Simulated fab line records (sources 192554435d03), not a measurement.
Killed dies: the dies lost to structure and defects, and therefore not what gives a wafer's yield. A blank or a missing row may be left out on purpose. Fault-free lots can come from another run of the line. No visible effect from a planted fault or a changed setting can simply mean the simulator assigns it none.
Matching of chambers ; flow n5Finfet ; N5_GATE_CUT_ETCH_58 on rieDiel-02: 4 sister chambers
The step etches SiNx in CH3F/O2, target depth 17 nm, time 128.6 s. 8 wafers are shown with their chamber, then 8 later ones without.

== WAFERS WITH THEIR CHAMBER ==
wafer;chamber;showerheadPlenumPTorr (Torr);drypumpMotorCurrentA (A)
L079.3;3;2.00;6.0
L081.1;0;2.05;5.6
L081.4;1;2.00;5.3
L081.5;0;2.05;5.6
L090.2;2;2.13;6.2
L090.3;1;2.00;5.4
L090.5;2;2.13;6.2
L092.2;3;1.99;6.0

== WAFERS WITH NO CHAMBER GIVEN ==
wafer;showerheadPlenumPTorr (Torr);drypumpMotorCurrentA (A)
L092.4;2.12;6.2
L092.5;2.04;5.5
L094.2;2.04;5.6
L094.3;1.99;6.0
L094.5;2.00;5.4
L095.2;2.04;5.6
L095.4;2.00;5.4
L095.5;2.00;5.4

== WHICH CHAMBER EACH WENT THROUGH ==
wafer;from the rows above;in truth
L092.4;2;2
L092.5;0;0
L094.2;0;0
L094.3;3;3
L094.5;1;1
L095.2;0;0
L095.4;1;1
L095.5;1;1
Correct placement for 8 of the 8. Number that these rows cannot place: 0. Placed wrongly: 0.
How it was worked out, from the rows above alone: a wafer's distance from a chamber is the root of the sum, over the readings, of the square of ((its reading less the chamber's mean) divided by the reading's scatter). If the next closest chamber is less than 2 further off than the closest, the wafer can't be placed; otherwise it belongs to the closest. Each chamber's mean is taken over the wafers shown for it. The scatter: take each reading less its chamber's mean, square it, sum over the shown wafers, divide by the number of wafers less the number of chambers, and take the root.
